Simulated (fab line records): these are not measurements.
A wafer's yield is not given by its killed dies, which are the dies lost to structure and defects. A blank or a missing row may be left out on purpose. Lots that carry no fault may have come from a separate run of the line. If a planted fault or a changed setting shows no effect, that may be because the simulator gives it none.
Split-lot experiment || flow n5 finfet || route with 1938 steps; 7 lots, 21 wafers read

## THE SPLIT
At N5_BEOL_M10_ETCH_62 (etches SOC in N2/H2, target depth 110 nm, overetch 22 nm, time 165 s), the setting time s was moved away from the recipe's 165 s on 8 of the 21 wafers read, by -21.0% to +14.6%. The other wafers ran this setting at the recipe's value.

The split's own step is where the reading is taken.

## THE READING
SiARC_of_BEOL_M10_COAT_60.thk nm (the simulator's own value, which no gauge read), in nm, at N5_BEOL_M10_ETCH_62 (etches SOC in N2/H2, target depth 110 nm, overetch 22 nm, time 165 s). The file gives no usual value for it. The 13 wafers here that ran the recipe average 23.6 nm, standard deviation 0.15 nm.

{"wafer": "L076.1", "tool, chamber at the split": "rie diel-02, 0", "time s as run, s": 130.3, "against the recipe": "-21.0%", "SiARC_of_BEOL_M10_COAT_60.thk nm, nm": 25, "against lot-mates on the recipe": "+1.6"}
{"wafer": "L076.3", "tool, chamber at the split": "rie diel-02, 2", "time s as run, s": 165, "against the recipe": "recipe", "SiARC_of_BEOL_M10_COAT_60.thk nm, nm": 23.4, "against lot-mates on the recipe": "-"}
{"wafer": "L076.5", "tool, chamber at the split": "rie diel-02, 2", "time s as run, s": 130.3, "against the recipe": "-21.0%", "SiARC_of_BEOL_M10_COAT_60.thk nm, nm": 24.6, "against lot-mates on the recipe": "+1.2"}
{"wafer": "L088.2", "tool, chamber at the split": "rie diel-01, 0", "time s as run, s": 165, "against the recipe": "recipe", "SiARC_of_BEOL_M10_COAT_60.thk nm, nm": 23.6, "against lot-mates on the recipe": "-"}
{"wafer": "L088.3", "tool, chamber at the split": "rie diel-01, 1", "time s as run, s": 165, "against the recipe": "recipe", "SiARC_of_BEOL_M10_COAT_60.thk nm, nm": 23.4, "against lot-mates on the recipe": "-"}
{"wafer": "L088.4", "tool, chamber at the split": "rie diel-01, 2", "time s as run, s": 165, "against the recipe": "recipe", "SiARC_of_BEOL_M10_COAT_60.thk nm, nm": 23.8, "against lot-mates on the recipe": "-"}
{"wafer": "L089.2", "tool, chamber at the split": "rie diel-06, 1", "time s as run, s": 133.2, "against the recipe": "-19.3%", "SiARC_of_BEOL_M10_COAT_60.thk nm, nm": 24.4, "against lot-mates on the recipe": "+0.8"}
{"wafer": "L089.3", "tool, chamber at the split": "rie diel-06, 0", "time s as run, s": 133.2, "against the recipe": "-19.3%", "SiARC_of_BEOL_M10_COAT_60.thk nm, nm": 25, "against lot-mates on the recipe": "+1.4"}
{"wafer": "L089.4", "tool, chamber at the split": "rie diel-06, 2", "time s as run, s": 165, "against the recipe": "recipe", "SiARC_of_BEOL_M10_COAT_60.thk nm, nm": 23.6, "against lot-mates on the recipe": "-"}
{"wafer": "L091.1", "tool, chamber at the split": "rie diel-06, 1", "time s as run, s": 165, "against the recipe": "recipe", "SiARC_of_BEOL_M10_COAT_60.thk nm, nm": 23.4, "against lot-mates on the recipe": "-"}
{"wafer": "L091.4", "tool, chamber at the split": "rie diel-06, 2", "time s as run, s": 165, "against the recipe": "recipe", "SiARC_of_BEOL_M10_COAT_60.thk nm, nm": 23.6, "against lot-mates on the recipe": "-"}
{"wafer": "L091.6", "tool, chamber at the split": "rie diel-06, 3", "time s as run, s": 165, "against the recipe": "recipe", "SiARC_of_BEOL_M10_COAT_60.thk nm, nm": 23.8, "against lot-mates on the recipe": "-"}
{"wafer": "L092.1", "tool, chamber at the split": "rie diel-02, 1,0", "time s as run, s": 165, "against the recipe": "recipe", "SiARC_of_BEOL_M10_COAT_60.thk nm, nm": 23.8, "against lot-mates on the recipe": "-"}
{"wafer": "L092.3", "tool, chamber at the split": "rie diel-02, 1,0", "time s as run, s": 165, "against the recipe": "recipe", "SiARC_of_BEOL_M10_COAT_60.thk nm, nm": 23.8, "against lot-mates on the recipe": "-"}
{"wafer": "L092.6", "tool, chamber at the split": "rie diel-02, 3", "time s as run, s": 165, "against the recipe": "recipe", "SiARC_of_BEOL_M10_COAT_60.thk nm, nm": 23.6, "against lot-mates on the recipe": "-"}
{"wafer": "L095.1", "tool, chamber at the split": "rie diel-02, 1", "time s as run, s": 189.1, "against the recipe": "+14.6%", "SiARC_of_BEOL_M10_COAT_60.thk nm, nm": 22.8, "against lot-mates on the recipe": -0.8}
{"wafer": "L095.4", "tool, chamber at the split": "rie diel-02, 2", "time s as run, s": 189.1, "against the recipe": "+14.6%", "SiARC_of_BEOL_M10_COAT_60.thk nm, nm": 22, "against lot-mates on the recipe": -1.6}
{"wafer": "L095.6", "tool, chamber at the split": "rie diel-02, 1", "time s as run, s": 165, "against the recipe": "recipe", "SiARC_of_BEOL_M10_COAT_60.thk nm, nm": 23.6, "against lot-mates on the recipe": "-"}
{"wafer": "L096.1", "tool, chamber at the split": "rie diel-06, 0", "time s as run, s": 165, "against the recipe": "recipe", "SiARC_of_BEOL_M10_COAT_60.thk nm, nm": 23.6, "against lot-mates on the recipe": "-"}
{"wafer": "L096.3", "tool, chamber at the split": "rie diel-06, 1", "time s as run, s": 138.7, "against the recipe": "-15.9%", "SiARC_of_BEOL_M10_COAT_60.thk nm, nm": 24.2, "against lot-mates on the recipe": "+0.6"}
{"wafer": "L096.4", "tool, chamber at the split": "rie diel-06, 1", "time s as run, s": 138.7, "against the recipe": "-15.9%", "SiARC_of_BEOL_M10_COAT_60.thk nm, nm": 24.2, "against lot-mates on the recipe": "+0.6"}
Where a row lists several chambers, the file gives one row for several wafers and doesn't say which wafer went through which chamber.

FIT RESULTS
A straight line over all 21 wafers: SiARC_of_BEOL_M10_COAT_60.thk nm changes by -0.0595 nm for each +1% of time s; r = -0.93; the points scatter about the line by 0.26 nm.
The same after taking each lot's own level away (the mean of its wafers on the recipe; 21 wafers): -0.0629 nm for each +1%; r = -0.94; scatter 0.25 nm.
Per that fit: largest time s move, reading shift of 1.3 nm.
The span of the lots' own levels, 23.40 to 23.73 nm, comes to 2.3 times the standard deviation stated above.
Hence the lot-to-lot level has little effect on the slope; both slopes agree.
Check: for one of the wafers moved furthest among these (-21.0%), held out of the fit, the line's prediction against its lot-mates is +1.18 nm. Against them it came out at +1.6 nm.

## THE OTHER SPLITS THESE WAFERS WENT THROUGH
These wafers also went through other splits before the reading. Each is held against what the fit with the lots' levels taken away leaves over:
{"other split on the same wafers": "N5_BEOL_M9_EXPOSE_08 dose mj", "wafers away from the commonest value": 9, "r with SiARC_of_BEOL_M10_COAT_60.thk nm (lot level and that fit taken away)": "+0.31"}

## THE FILE'S OWN FIT
SiARC_of_BEOL_M10_COAT_60.thk nm changes by -0.0607 nm for each +1% of time s, r = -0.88.
